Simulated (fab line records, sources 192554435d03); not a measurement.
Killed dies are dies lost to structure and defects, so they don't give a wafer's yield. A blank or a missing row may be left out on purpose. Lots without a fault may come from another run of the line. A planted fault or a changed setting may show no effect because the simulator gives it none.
fab line records | flow n5_finfet
record lots=5 wafers=13 last_day=18
route steps=1938 shown BEOL_M14@1744 BEOL_M15@1773 PASSIVATION@1936
lots that met no fault: from a run of the same line without faults
start_h: hours from the record's first day to the start of the lot's first wafer shown | wait_h: hours since the lot's step before | " the same as in the row above | L1.1+2: a row that stands for several wafers | - no value, or no start given | * or withheld: withheld | < > ~ a bound
route shown NAME@n: a module of which the file shows steps, and the number in the route of the first | usual: mean/standard deviation of fault-free wafers | same: alike in all rows | chamber/n: place in a boat | sites: the reading at each site | _std_site: their standard deviation | _edge_site: outer sites' mean less inner sites' | radius_mm: how far each site lies from the wafer's centre | mask NAME#n: copy n | behind: the tool/chamber that last shaped the wafer | hold: why the lot was held/for how many hours/how that ended | device: the transistor (n, p or np) that didn't switch | end of line: the same wafers' tests at the end of the route | a step without rows: its recipe alone | killed: dies lost to structure and defects at the first sort, not the wafer's yield | map: a wafer's dies, x killed, . not, _ none there
set.NAME: the setting as run; set.NAME@STEP: as run at that earlier step | model.NAME: the simulator's own value behind a step, which no gauge read
lots at some steps of the route; a table a step, a row a wafer
services: from which hour (start_h, from the record's first day; less than 0 if before it) a tool's chamber was out of use, for how many hours, and why
## steps
# step N5_BEOL_M14_DEVELOP_27
# recipe develop_time_s=45 rinse_liquid=diw dry=air_spin dev_temp_c=21
# step N5_BEOL_M14_HARDBAKE_32
# recipe temp_c=130 time_s=120
# step N5_BEOL_M14_CD_MEAS_28
# recipe target_cd_nm=284.4 landing_energy_ev=500 detector=se_inlens
# usual cd_nm=284.9/1.2
# columns lot.wafer tool chamber start_h wait_h cd_nm
L818.2 cd_sem-03 0 269.52 - 283.5
L818.4 " 0 " " 286.1
L818.6 " 0 " " 285.7
L824.2 cd_sem-02 0 301.81 - 285.2
L824.4 " 0 " " 285.4
L824.6 " 0 " " 284.5
L833.1 cd_sem-02 0 372.65 - 285.1
L833.4 " 0 " " 282.6
L833.6 " 0 " " 285.3
L831.1 cd_sem-01 0 388.53 - 285.7
L836.3 cd_sem-02 0 411.67 - 283.5
L836.4 " 0 " " 282.2
L836.5 " 0 " " 284.2
# step N5_BEOL_M14_OVL_MEAS_29
# recipe points_per_wafer=44
# usual M14_OVL=-2/6
# same points_per_wafer=44
# columns lot.wafer tool chamber start_h wait_h M14_OVL[nm]
L818.2 overlay-02 0 269.55 0.0 -3
L818.4 " 0 " " -4
L818.6 " 0 " " -2
L824.2 overlay-02 0 301.84 0.0 -4
L824.4 " 0 " " 3
L824.6 " 0 " " -4
L833.1 overlay-02 0 372.68 0.0 7
L833.4 " 0 " " -3
L833.6 " 0 " " -5
L831.1 overlay-01 0 388.56 0.0 -3
L836.3 overlay-02 0 411.69 0.0 15
L836.4 " 0 " " 7
L836.5 " 0 " " 11
# step N5_BEOL_M14_INSPECT_30
# recipe mode=adi inspect_instrument=macro
# usual raw_defect_count=2.1/1.5
# columns lot.wafer tool chamber start_h wait_h raw_defect_count
L818.2 defect_inspect-01 - 269.57 0.0 1
L818.4 " - " " 0
L818.6 " - " " 3
L824.2 defect_inspect-01 - 301.87 0.0 0
L824.4 " - " " 1
L824.6 " - " " 3
L833.1 defect_inspect-02 - 372.70 0.0 1
L833.4 " - " " 2
L833.6 " - " " 3
L831.1 defect_inspect-01 - 388.58 0.0 1
L836.3 defect_inspect-02 - 411.72 0.0 1
L836.4 " - " " 3
L836.5 " - " " 4
# step N5_BEOL_M14_DESCUM_33
# recipe chemistry=O2 time_s=7.9 source_power_w=50 bias_power_w=20 pressure_mtorr=20 rf_frequency_hz=2.712e+07 temp_c=40 o2_flow_sccm=225
# step N5_BEOL_M14_ETCH_67
# recipe chemistry=CF4 target=SiARC target_depth_a=1430 time_s=238.3 ion_energy_ev=80 pressure_mtorr=40 source_w=545 bias_w=36 Ar_flow_sccm=100 cf4_flow_sccm=100 ends=cleared
# usual drypump_motor_current_A=5.8/0.48 etch_rf_on_time_s=239/3.2 oes_product_au=0.68/0.065 rf_vpp_V=184.0/0.95 showerhead_plenum_p_Torr=2.14/0.05 throttle_valve_pct=15.64/0.24
# columns lot.wafer tool chamber start_h wait_h drypump_motor_current_A etch_rf_on_time_s oes_product_au rf_hours_counter_h rf_vpp_V showerhead_plenum_p_Torr throttle_valve_pct
L818.2 rie_diel-04 2 269.64 0.0 5.6 247 0.58 213 183.1 2.12 15.98
L818.4 " 0 " " 6.2 242 0.74 23 185.1 2.18 15.38
L818.6 " 3 " " 5.5 240 0.74 - 184.4 2.18 15.51
L824.2 rie_diel-04 3 301.93 0.0 5.5 241 0.72 63 185.0 2.18 15.56
L824.4 " 0 " " 6.2 242 0.73 34 186.0 2.18 15.39
L824.6 " 2 " " 5.5 246 0.58 - 183.2 2.12 16.01
L833.1 rie_diel-05 1 373.20 0.0 6.6 239 0.62 205 183.7 2.12 15.61
L833.4 " 0 " " 5.7 244 0.64 - 184.9 2.23 15.79
L833.6 " 1 " " 6.6 240 0.62 - 183.9 2.12 15.61
L831.1 rie_diel-05 3 388.65 0.0 6.0 240 0.64 164 181.6 2.05 15.90
L836.3 rie_diel-01 2 411.79 0.0 5.0 237 0.73 65 183.0 2.17 15.30
L836.4 " 3 " " 5.2 240 0.59 - 185.3 2.12 16.04
L836.5 " 0 " " 6.5 245 0.65 - 182.6 2.07 15.65
# step N5_BEOL_M14_ETCH_68
# recipe chemistry=N2/H2 target=SOC mask_material=SiARC source_w=3000 bias_w=350 temp_c=40 time_s=450 ion_energy_ev=200 pressure_mtorr=30 n2_flow_sccm=200 h2_flow_sccm=200
# step N5_BEOL_M14_STRIP_69
# recipe chemistry=N2/H2 temp_c=40 n2_flow_sccm=200 h2_flow_sccm=200 rf_frequency_hz=6e+07
# step N5_BEOL_M14_TRENCH_ETCH_34
# recipe chemistry=C4F8/O2/Ar target=SiO2 target_depth_a=5566.5 mask_material=SOC he_inner_torr=15 he_outer_torr=30 time_s=126.9 ion_energy_ev=800 pressure_mtorr=20 source_w=1905 bias_w=2040 Ar_flow_sccm=400 C4F8_flow_sccm=16 O2_flow_sccm=12
# usual drypump_motor_current_A=5.8/0.48 oes_product_au=0.79/0.076 rf_vpp_V=2227/20 showerhead_plenum_p_Torr=3.43/0.077 throttle_valve_pct=30.97/0.22
# columns lot.wafer tool chamber start_h wait_h drypump_motor_current_A oes_product_au rf_hours_counter_h rf_vpp_V showerhead_plenum_p_Torr throttle_valve_pct
L818.2 rie_diel-04 2 270.06 0.0 5.6 0.68 213 2214 3.42 31.28
L818.4 " 0 " " 6.2 0.87 23 2248 3.50 30.74
L818.6 " 3 " " 5.5 0.87 - 2236 3.50 30.96
L824.2 rie_diel-04 3 302.35 0.0 5.5 0.85 63 2233 3.50 30.95
L824.4 " 0 " " 6.2 0.85 34 2247 3.50 30.75
L824.6 " 2 " " 5.6 0.67 - 2215 3.41 31.31
L833.1 rie_diel-05 1 373.62 0.0 6.6 0.72 205 2202 3.41 30.80
L833.4 " 0 " " 5.7 0.75 - 2240 3.58 31.13
L833.6 " 1 " " 6.6 0.72 - 2203 3.41 30.82
L831.1 rie_diel-05 3 389.07 0.0 6.0 0.75 164 2209 3.30 31.18
L836.3 rie_diel-01 2 412.21 0.0 5.0 0.85 65 2265 3.49 30.61
L836.4 " 3 " " 5.2 0.69 - 2192 3.40 31.31
L836.5 " 0 " " 6.5 0.76 - 2235 3.33 30.97
# step N5_BEOL_M14_STRIP_70
# recipe chemistry=C4F8/O2/Ar resist=SiARC rf_frequency_hz=6e+07
# step N5_BEOL_M14_OCD_MEAS_35
# usual trench_depth_nm=554/7.5
# columns lot.wafer tool chamber start_h wait_h trench_depth_nm
L818.2 ocd-02 - 270.22 0.0 540
L818.4 " - " " 548
L818.6 " - " " 561
L824.2 ocd-02 - 302.51 0.0 558
L824.4 " - " " 549
L824.6 " - " " 544
L833.1 ocd-01 - 373.78 0.0 545
L833.4 " - " " 544
L833.6 " - " " 549
L831.1 ocd-01 - 389.22 0.0 552
L836.3 ocd-01 - 412.36 0.0 558
L836.4 " - " " 551
L836.5 " - " " 548
# step N5_BEOL_M14_STRIP_37
# recipe chemistry=O2 power_w=600 temp_c=60 pressure_mtorr=30 rf_frequency_hz=6e+07 bias_power_w=0 overash_fraction=0.3 o2_flow_sccm=225
# usual drypump_motor_current_A=5.9/0.5 oes_product_au=0.79/0.081 rf_vpp_V=3.7/0.98 showerhead_plenum_p_Torr=2.09/0.051 throttle_valve_pct=16.71/0.24
# columns lot.wafer tool chamber start_h wait_h drypump_motor_current_A oes_product_au rf_hours_counter_h rf_vpp_V showerhead_plenum_p_Torr throttle_valve_pct
L818.2 rie_diel-04 0 270.47 0.2 6.2 0.88 23 4.3 2.14 16.42
L818.4 " 2 " " 5.5 0.69 213 4.9 2.07 17.02
L818.6 " 1 " " 6.2 0.92 - 5.1 2.04 16.42
L824.2 rie_diel-05 3 303.56 1.0 6.0 0.78 132 5.4 2.02 16.90
L824.4 " 1 " " 6.6 0.74 179 2.0 2.09 16.61
L824.6 " 2 " " 6.1 0.69 - 5.7 2.16 17.07
L833.1 rie_diel-05 3 374.92 1.1 5.9 0.75 159 3.0 2.01 16.98
L833.4 " 2 " " 6.0 1.04 0 3.9 2.15 16.69
L833.6 " 0 " " 5.7 0.75 - 3.2 2.19 16.84
L831.1 rie_diel-04 1 392.56 3.3 6.2 0.86 57 4.1 2.03 16.47
L836.3 rie_diel-01 2 412.46 0.1 4.9 0.85 65 1.6 2.13 16.37
L836.4 " 0 " " 6.5 0.77 - 2.0 2.02 16.69
L836.5 " 2 " " 5.0 0.86 - 3.9 2.13 16.34
# step N5_BEOL_M14_ETCH_38
# recipe chemistry=CF4/N2 target=SiCN target_depth_a=1065 taper_deg=2 time_s=120.6 ion_energy_ev=150 mask_material=SiO2 pressure_mtorr=40 source_w=430 bias_w=70 Ar_flow_sccm=100 cf4_flow_sccm=60 n2_flow_sccm=60
# step N5_BEOL_M14_PRECLEAN_39
# recipe chemistry=residue_remover time_s=60 temp_c=40
# step N5_BEOL_M14_SRD_40
# recipe time_s=30 temp_c=23 rinse_liquid=diw dry=n2_spin spin_rpm=1500 dry_time_s=30
# step N5_BEOL_M14_DEGAS_41
# recipe ambient=vacuum temp_c=300 time_s=60
# step N5_BEOL_M14_PRE_CLEAN_42
# recipe gas=H2/He time_s=30 temp_c=300
# step N5_BEOL_M14_SPUTTER_43
# recipe material=TaN target_thk_a=150 temp_c=50 bias_v=168.6 power_w=15000 chamber_pressure_pa=0.12 time_s=24.19
# usual throttle_valve_pct=29.9/1.1
# columns lot.wafer tool chamber start_h wait_h throttle_valve_pct
L818.2 pvd_sputter-01 - 270.89 0.0 30.2
L818.4 " - " " 30.0
L818.6 " - " " 27.9
L824.2 pvd_sputter-03 - 304.36 0.0 29.3
L824.4 " - " " 32.2
L824.6 " - " " 31.4
L833.1 pvd_sputter-02 - 375.57 0.0 30.2
L833.4 " - " " 30.2
L833.6 " - " " 28.3
L831.1 pvd_sputter-02 - 393.22 0.0 30.0
L836.3 pvd_sputter-02 - 413.05 0.0 30.3
L836.4 " - " " 28.7
L836.5 " - " " 30.1
# step N5_BEOL_M14_SPUTTER_44
# recipe material=Ta target_thk_a=150 temp_c=50 bias_v=80 power_w=15000 chamber_pressure_pa=0.07 time_s=24.19
# usual throttle_valve_pct=29.9/1.2
# columns lot.wafer tool chamber start_h wait_h throttle_valve_pct
L818.2 pvd_sputter-01 - 270.97 0.0 30.2
L818.4 " - " " 29.7
L818.6 " - " " 28.1
L824.2 pvd_sputter-03 - 304.44 0.0 29.4
L824.4 " - " " 32.3
L824.6 " - " " 31.2
L833.1 pvd_sputter-02 - 375.65 0.0 30.4
L833.4 " - " " 30.4
L833.6 " - " " 28.4
L831.1 pvd_sputter-02 - 393.31 0.0 30.0
L836.3 pvd_sputter-02 - 413.13 0.0 30.1
L836.4 " - " " 28.4
L836.5 " - " " 30.0
# step N5_BEOL_M14_SPUTTER_45
# recipe material=Cu target_thk_a=1000 temp_c=-20 bias_v=60 power_w=26000 chamber_pressure_pa=0.13 time_s=16.67
# step N5_BEOL_M14_ECD_47
# recipe material=Cu target_thk_a=12480
# step N5_BEOL_M14_ANNEAL_48
# recipe temp_c=225 time_s=90 ambient=N2
# step N5_BEOL_M14_CMP_49
# recipe stop_on=SiO2 t_overpolish_s=5.2 down_force_psi=2 platen_rpm=80 clearing_platen_down_force_psi=2 clearing_platen_rpm=80 post_cmp_clean=cu_alkaline target_thk_nm=560 clearing_platen_pad_velocity_m_s=1.5917 pad_velocity_m_s=1.5917
# usual barrier_field_endpoint_s=11.32/0.25 motor_current_A=7.7/0.95 overpolish_run_s=5.200/0.0092 time_to_endpoint_s=121/3.8
# columns lot.wafer tool chamber start_h wait_h barrier_field_endpoint_s motor_current_A overpolish_run_s time_to_endpoint_s
L818.4 cmp-03 1 271.74 0.1 12.16 7.9 5.169 132
L818.2 " 3 " " 11.88 7.9 5.198 125
L818.6 " 2 " " 12.06 8.8 5.190 130
L824.4 cmp-03 0 305.33 0.3 11.34 6.5 5.210 118
L824.2 " 1 " " 11.20 7.8 5.201 121
L824.6 " 2 " " 11.38 10.1 5.195 124
L833.4 cmp-03 3 376.49 0.2 11.33 7.8 5.189 119
L833.1 " 0 " " 11.48 6.6 5.191 120
L833.6 " 1 " " 11.42 7.8 5.213 122
L831.1 cmp-03 2 394.06 0.3 11.30 9.2 5.210 119
L836.3 cmp-01 3 413.81 0.2 11.64 6.2 5.203 127
L836.4 " 1 " " 11.47 8.5 5.199 125
L836.5 " 0 " " 11.36 6.5 5.207 125
# step N5_BEOL_M14_THK_MEAS_50
# recipe thk_meas_gauge=xrf reads=Cu_of_BEOL_M14_ECD_47
# usual M14_THK=550/8.2
# columns lot.wafer tool chamber start_h wait_h M14_THK[nm]
L818.2 film_metro-01 - 272.04 - 536
L818.4 " - " " 544
L818.6 " - " " 560
L824.2 film_metro-01 - 305.54 - 558
L824.4 " - " " 551
L824.6 " - " " 548
L833.1 film_metro-01 - 376.71 - 545
L833.4 " - " " 545
L833.6 " - " " 552
L831.1 film_metro-01 - 394.35 - 549
L836.3 film_metro-01 - 414.11 - 554
L836.4 " - " " 550
L836.5 " - " " 547
# step N5_BEOL_M14_PRE_CLEAN_52
# recipe gas=NH3 time_s=15 temp_c=withheld rf_power_w=300
# step N5_BEOL_M14_DEP_53
# recipe material=SiCN target_thk_a=500 temp_c=withheld precursor=3MS/NH3 pressure_torr=3 rf_w=675 time_s=17.8
# step N5_BEOL_M14_RS_MEAS_54
# recipe thk_meas_gauge=four-point-probe reads=Cu_of_BEOL_M14_ECD_47+Ta_of_BEOL_M14_SPUTTER_44+TaN_of_BEOL_M14_SPUTTER_43
# usual M14_RS=0.0334/0.00045
# columns lot.wafer tool chamber start_h wait_h M14_RS[ohm/sq]
L818.2 film_metro-02 - 272.17 0.1 0.0342
L818.4 " - " " 0.0338
L818.6 " - " " 0.0329
L824.2 film_metro-02 - 305.67 0.1 0.0332
L824.4 " - " " 0.0337
L824.6 " - " " 0.0339
L833.1 film_metro-01 - 376.84 0.0 0.0339
L833.4 " - " " 0.0340
L833.6 " - " " 0.0336
L831.1 film_metro-02 - 394.48 0.0 0.0334
L836.3 film_metro-02 - 414.27 0.1 0.0331
L836.4 " - " " 0.0335
L836.5 " - " " 0.0337
# step N5_BEOL_M15_ILD_DEP_00
# recipe material=SiO2 target_thk_a=16293 temp_c=400 precursor=TEOS/O2 pressure_torr=6.5 rf_w=900 teos_flow_sccm=161.4 gas=O2 flow_sccm=2650 time_s=346.1
# step N5_BEOL_M15_THK_MEAS_01
# recipe reads=SiO2_of_BEOL_M15_ILD_DEP_00
# usual M15_ILD_THK=1631/20
# columns lot.wafer tool chamber start_h wait_h M15_ILD_THK[nm]
L818.2 film_metro-01 - 272.48 0.1 1615
L818.4 " - " " 1650
L818.6 " - " " 1632
L824.2 film_metro-01 - 305.99 0.1 1636
L824.4 " - " " 1659
L824.6 " - " " 1667
L833.1 film_metro-02 - 377.15 0.1 1607
L833.4 " - " " 1630
L833.6 " - " " 1648
L831.1 film_metro-02 - 394.80 0.1 1646
L836.3 film_metro-02 - 414.58 0.1 1622
L836.4 " - " " 1661
L836.5 " - " " 1651
# step N5_BEOL_M15_COAT_58
# recipe resist=BARC temp_c=205 time_s=60 spin_rpm=1500 resist_thk_nm=89
# step N5_BEOL_M15_COAT_04
# recipe spin_rpm=1704 resist_thk_nm=800
# step N5_BEOL_M15_EBR_06
# recipe solvent=PGMEA ebr_width_mm=1.5
# step N5_BEOL_M15_SOFTBAKE_05
# recipe temp_c=130 time_s=60
# step N5_BEOL_M15_EXPOSE_07
# recipe mask_id=V14 na=0.8 source_shape=annular sigma_inner=0.5 sigma_outer=0.8 polarization=unpolarized attpsm_phase_deg=180 dose_mj=41.25
# step N5_BEOL_M15_PEB_08
# recipe peb_temp_c=130 peb_time_s=90
# step N5_BEOL_M15_DEVELOP_09
# recipe develop_time_s=45 rinse_liquid=diw dry=air_spin dev_temp_c=21
# step N5_BEOL_M15_HARDBAKE_14
# recipe temp_c=130 time_s=120
# step N5_BEOL_M15_CD_MEAS_10
# recipe target_cd_nm=360 landing_energy_ev=500 detector=se_inlens polarity=opening
# usual cd_nm=360.0/1.2
# columns lot.wafer tool chamber start_h wait_h cd_nm
L818.2 cd_sem-01 0 272.79 - 359.8
L818.4 " 0 " " 359.8
L818.6 " 0 " " 359.2
L824.2 cd_sem-01 0 306.41 - 361.0
L824.4 " 0 " " 360.1
L824.6 " 0 " " 360.9
L833.1 cd_sem-02 0 377.45 - 359.4
L833.4 " 0 " " 360.4
L833.6 " 0 " " 360.9
L831.1 cd_sem-01 0 395.22 - 360.5
L836.3 cd_sem-03 0 415.01 - 360.9
L836.4 " 0 " " 358.1
L836.5 " 0 " " 360.1
# step N5_BEOL_M15_OVL_MEAS_11
# recipe points_per_wafer=44
# usual V14_OVL=3/5.8
# same points_per_wafer=44
# columns lot.wafer tool chamber start_h wait_h V14_OVL[nm]
L818.2 overlay-02 0 272.82 0.0 15
L818.4 " 0 " " 10
L818.6 " 0 " " 14
L824.2 overlay-01 0 306.45 0.0 -2
L824.4 " 0 " " -7
L824.6 " 0 " " 0
L833.1 overlay-01 0 377.48 0.0 3
L833.4 " 0 " " 15
L833.6 " 0 " " 10
L831.1 overlay-01 0 395.26 0.0 0
L836.3 overlay-02 0 415.04 0.0 -3
L836.4 " 0 " " 2
L836.5 " 0 " " 7
# step N5_PASSIVATION_PROBE_49
# usual defect_limited_yield=91.6/1.6 killed_at_M0_to_M3=32/9.7 killed_at_M4_up=13/4.4 killed_at_contacts=12/6.5 killed_at_front_end=38/12 killed_at_other=3.7/3 killed_dies=99/18 killed_open=66/14 killed_short=32/7.5 sort_bin_5_function=4.9/1 sort_bin_6_memory=3.2/0.73 sort_n_pass=1081/18 sort_yield_pct=91.6/1.6
# same gross_dies=1180 killed_at_back_side=0 sort_bin_4_leakage[%]=0 sort_bin_8_speed[%]=0
# columns lot.wafer tool chamber start_h wait_h defect_limited_yield[%] killed_at_M0_to_M3 killed_at_M4_up killed_at_contacts killed_at_front_end killed_at_other killed_dies killed_open killed_short sort_bin_5_function[%] sort_bin_6_memory[%] sort_n_pass sort_yield_pct[%]
L818.2 prober-01 - 289.48 0.1 89.2 41 20 35 27 4 127 87 39 6.4 4.1 1053 89.2
L818.4 prober-01 - 289.58 0.2 91.8 32 13 25 27 0 97 70 25 5.8 2.1 1083 91.8
L818.6 prober-01 - 289.68 0.3 91.1 34 17 23 29 2 105 68 35 5.3 3.4 1075 91.1
L824.2 prober-01 - 325.97 0.1 90.8 20 15 20 46 8 109 71 37 5.7 3.3 1071 90.8
L824.4 prober-01 - 326.07 0.2 94.2 19 13 10 26 0 68 46 21 3.2 2.5 1112 94.2
L824.6 prober-01 - 326.17 0.3 93.6 16 13 19 20 7 75 48 27 4.0 2.0 1105 93.6
L833.1 prober-01 - 403.19 0.0 89.5 37 6 26 54 1 124 78 42 5.4 4.7 1056 89.5
L833.4 prober-01 - 403.34 0.2 91.4 38 11 12 37 4 102 72 30 5.1 3.5 1078 91.4
L833.6 prober-01 - 403.44 0.3 90.3 42 9 16 44 3 114 70 41 5.9 3.3 1066 90.3
L831.1 prober-01 - 418.70 0.0 87.8 24 76 9 33 2 144 50 30 8.2 2.9 1036 87.8
L836.3 prober-01 - 434.41 0.1 90.7 31 15 18 43 3 110 74 36 5.2 3.8 1070 90.7
L836.4 prober-01 - 434.46 0.2 89.9 33 12 17 49 8 119 81 38 6.0 4.0 1061 89.9
L836.5 prober-01 - 434.51 0.2 87.9 37 16 13 71 6 143 94 48 6.9 5.0 1037 87.9
# killed by level:class
L818.2 MOL_CONTACT_COAG:geometric_particle:open=28 BEOL_M0_SAQP:geometric_particle:open=11 BEOL_M0_SAQP:geometric_particle:short=10 BEOL_M1:geometric_particle:open=8 MOL_CONTACT_COAG:geometric_particle:short=7 STARTING-WAFER:geometric_particle:open=6 BEOL_M2:geometric_particle:open=4 FIN_SAQP:geometric_particle:open=3
L818.4 MOL_CONTACT_COAG:geometric_particle:open=19 STI_FIN_REVEAL:geometric_particle:open=9 BEOL_M2:geometric_particle:open=7 BEOL_M0_SAQP:geometric_particle:open=6 MOL_CONTACT_COAG:geometric_particle:short=6 BEOL_M0_SAQP:geometric_particle:short=6 BEOL_M1:geometric_particle:open=5 BEOL_M3:geometric_particle:open=5
L818.6 MOL_CONTACT_COAG:geometric_particle:open=19 BEOL_M1:geometric_particle:open=11 BEOL_M0_SAQP:geometric_particle:open=6 BEOL_M0_SAQP:geometric_particle:short=6 FIN_SAQP:geometric_particle:open=5 DUMMY_GATE:geometric_particle:open=4 ILD0:geometric_particle:short=4 MOL_CONTACT_COAG:geometric_particle:short=4
L824.2 MOL_CONTACT_COAG:geometric_particle:open=12 FIN_SAQP:geometric_particle:open=9 STI_FIN_REVEAL:geometric_particle:open=9 FIN_SAQP:geometric_particle:short=8 MOL_CONTACT_COAG:geometric_particle:short=8 GATE_CUT:geometric_particle:short=7 DUMMY_GATE:geometric_particle:open=6 BEOL_M1:geometric_particle:open=6
L824.4 FIN_SAQP:geometric_particle:open=7 MOL_CONTACT_COAG:geometric_particle:open=7 BEOL_M3:geometric_particle:open=7 FIN_SAQP:geometric_particle:short=6 BEOL_M0_SAQP:geometric_particle:open=4 BEOL_M4:geometric_particle:open=4 BEOL_M1:geometric_particle:short=3 STI_FIN_REVEAL:geometric_particle:open=3
L824.6 MOL_CONTACT_COAG:geometric_particle:open=14 BEOL_M0_SAQP:geometric_particle:short=6 MOL_CONTACT_COAG:geometric_particle:short=5 BEOL_M3:geometric_particle:open=4 BEOL_M4:geometric_particle:open=4 MIM_TOP:geometric_particle:short=4 FIN_SAQP:geometric_particle:open=3 STI_FIN_REVEAL:geometric_particle:open=3
L833.1 MOL_CONTACT_COAG:geometric_particle:open=23 FIN_SAQP:geometric_particle:open=20 BEOL_M1:geometric_particle:open=11 FIN_SAQP:geometric_particle:short=10 BEOL_M0_SAQP:geometric_particle:short=7 GATE_CUT:geometric_particle:short=6 ILD0:geometric_particle:short=5 BEOL_M0_SAQP:geometric_particle:open=4
L833.4 STI_FIN_REVEAL:geometric_particle:open=12 MOL_CONTACT_COAG:geometric_particle:open=9 BEOL_M2:geometric_particle:open=9 FIN_SAQP:geometric_particle:open=7 BEOL_M1:geometric_particle:open=7 BEOL_M0_SAQP:geometric_particle:short=6 BEOL_M0_SAQP:geometric_particle:open=6 STI_FIN_REVEAL:geometric_particle:short=4
L833.6 FIN_SAQP:geometric_particle:open=13 MOL_CONTACT_COAG:geometric_particle:open=12 BEOL_M3:geometric_particle:open=11 BEOL_M0_SAQP:geometric_particle:short=10 FIN_SAQP:geometric_particle:short=9 BEOL_M0_SAQP:geometric_particle:open=9 GATE_CUT:geometric_particle:short=4 MOL_CONTACT_COAG:geometric_particle:short=4
L831.1 BEOL_M14:unspecified=64 BEOL_M2:geometric_particle:open=10 GATE_CUT:geometric_particle:short=9 FIN_SAQP:geometric_particle:short=6 MOL_CONTACT_COAG:geometric_particle:open=6 STI_FIN_REVEAL:geometric_particle:open=5 BEOL_M3:geometric_particle:open=5 BEOL_M4:geometric_particle:open=5
L836.3 STI_FIN_REVEAL:geometric_particle:open=12 MOL_CONTACT_COAG:geometric_particle:open=12 BEOL_M0_SAQP:geometric_particle:short=9 BEOL_M4:geometric_particle:open=8 FIN_SAQP:geometric_particle:short=6 MOL_CONTACT_COAG:geometric_particle:short=6 BEOL_M2:geometric_particle:open=6 FIN_SAQP:geometric_particle:open=5
L836.4 STI_FIN_REVEAL:geometric_particle:open=16 MOL_CONTACT_COAG:geometric_particle:open=12 BEOL_M1:geometric_particle:open=12 FIN_SAQP:geometric_particle:open=11 BEOL_M0_SAQP:geometric_particle:short=6 DUMMY_GATE:geometric_particle:open=5 MOL_CONTACT_COAG:geometric_particle:short=5 BEOL_M1:geometric_particle:short=5
L836.5 STI_FIN_REVEAL:geometric_particle:open=19 FIN_SAQP:geometric_particle:open=17 FIN_SAQP:geometric_particle:short=12 MOL_CONTACT_COAG:geometric_particle:open=11 BEOL_M0_SAQP:geometric_particle:short=10 BEOL_M1:geometric_particle:open=10 BEOL_M4:geometric_particle:open=7 STI_FIN_REVEAL:geometric_particle:short=6
# map L831.1 (x killed, . not)
_________________x..........x________________
______________.................._____________
___________.......x....x...........__________
__________.........................._________
________...x......x...........x......._______
_______.........x..........x..x.....x..______
______........x...........x............._____
_____.....xx.............................____
____.x.x......x...x...................x...___
___xxx.xx......x......................x....__
___xx.x..x....x....x...............x.......__
__xxxx..xx...x.............................._
__xxxxxxx...............x.......x.......x..._
_xxxxxx...........x..........................
_xxxxxxxxx.x.................................
_xxxxxx.x........x..............x............
_xxxxxxxxx..x..................xx...........x
_xxxx.x...........x............x..........x..
_x.x.x..x........................x....x..x.x.
_.x..........................................
_x.x.x...x.................x........x........
__..............x........x....x....x........_
__.......x...............x....x............._
___.....................x....x...........x.__
___........................................__
____..........................xx..x....x..___
_____....................x.......x...x...____
______..x.............x..............x.._____
_______................x...............______
________...........................x.._______
__________........x..x.............._________
___________......x...........x.....__________
______________x...........x..x.._____________
_________________....x.....x.________________
# map L818.2 (x killed, . not)
_________________....x.......________________
______________.x.x.x..x.......x._____________
___________........x..x..........x.__________
__________......x..................._________
________...x.......x.x..........x.x..._______
_______....xx.x..x..x...x..............______
______.............................x.x.._____
_____x.....x.........................x...____
____..x..............x.x..x..x............___
___.x....x...x............x................__
___..............................x.......x.__
__.x..............................xx........_
__...............x...............x...x.x...._
_.x..x.x........x...............x..x.x.......
_...x........x............x..................
_..........................x.x....x..........
_..............x.......x...........x....x....
_.......x.....x..............x..............x
_.x...............x....x.....................
_.x..x................xx..x.....x..x....x....
_...x.....x..x......x.....................x..
__...........x...............x.....x........_
__..................x...............x......._
___.....x....................xx.x..........__
___.............xx...x.....x.............x.__
____......x..x......xx.x..................___
_____.x.x...x..........xx....x...........____
______.......x...x...................x.._____
_______....x..x.x..............x.......______
________..x......x....xx.....x......x._______
__________x...x..........x.......x.x_________
___________...x....................__________
______________.................._____________
_________________x.x.........________________
## services
# columns tool chamber start_h hours kind
cmp-03 - 254.32 4.0 pm
cmp-03 - 258.32 - consumable_replace:conditioner
cmp-03 - 258.32 - consumable_replace:pad
cmp-01 - 262.96 1.1 repair
pvd_sputter-02 - 265.13 12.8 repair
rie_diel-04 2 287.32 7.5 repair
rie_diel-04 2 308.08 5.8 repair
rie_diel-05 2 313.06 5.9 repair
cmp-01 - 323.34 3.7 repair
rie_diel-04 2 326.28 1.8 repair
cmp-01 - 331.12 4.0 pm
cmp-03 - 339.75 1.4 repair
cmp-03 - 351.50 1.3 repair
rie_diel-05 2 352.26 - clean
rie_diel-05 2 352.26 - consumable_replace:focus_ring
rie_diel-05 2 352.26 21.1 scheduled_down
rie_diel-05 2 352.26 21.1 vent_cycle
pvd_sputter-03 - 361.72 2.7 repair
cmp-03 - 378.34 3.5 repair
rie_diel-04 2 401.84 - clean
rie_diel-04 2 401.84 - consumable_replace:focus_ring
rie_diel-04 2 401.84 26.5 scheduled_down
rie_diel-04 2 401.84 26.5 vent_cycle
rie_diel-01 1 406.85 - clean
## key
first_sign step=N5_PASSIVATION_PROBE_49 reading=killed_at_M4_up direction=up sigmas=14 usual=13 struck=76
more_kills_born_at N5_BEOL_M14_STRIP_37@rie_diel-04=64
met_at N5_BEOL_M14_STRIP_37
struck_wafers L831.1
onset_between 270.47 392.56
also_fits N5_BEOL_M14_ETCH_67:rie_diel-05,N5_BEOL_M14_TRENCH_ETCH_34:rie_diel-05,N5_BEOL_M14_CMP_49:cmp-03
earlier_fault kind=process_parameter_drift tool=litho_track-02 chamber=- onset_h=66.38 steps=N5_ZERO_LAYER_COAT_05 channel=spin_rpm offset=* shape=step acts_in=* stated=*
fault kind=chamber_particle_source tool=rie_diel-04 chamber=1 onset_h=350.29 steps=N5_BEOL_M14_STRIP_37 rate_per_visit_cm2=0.49078
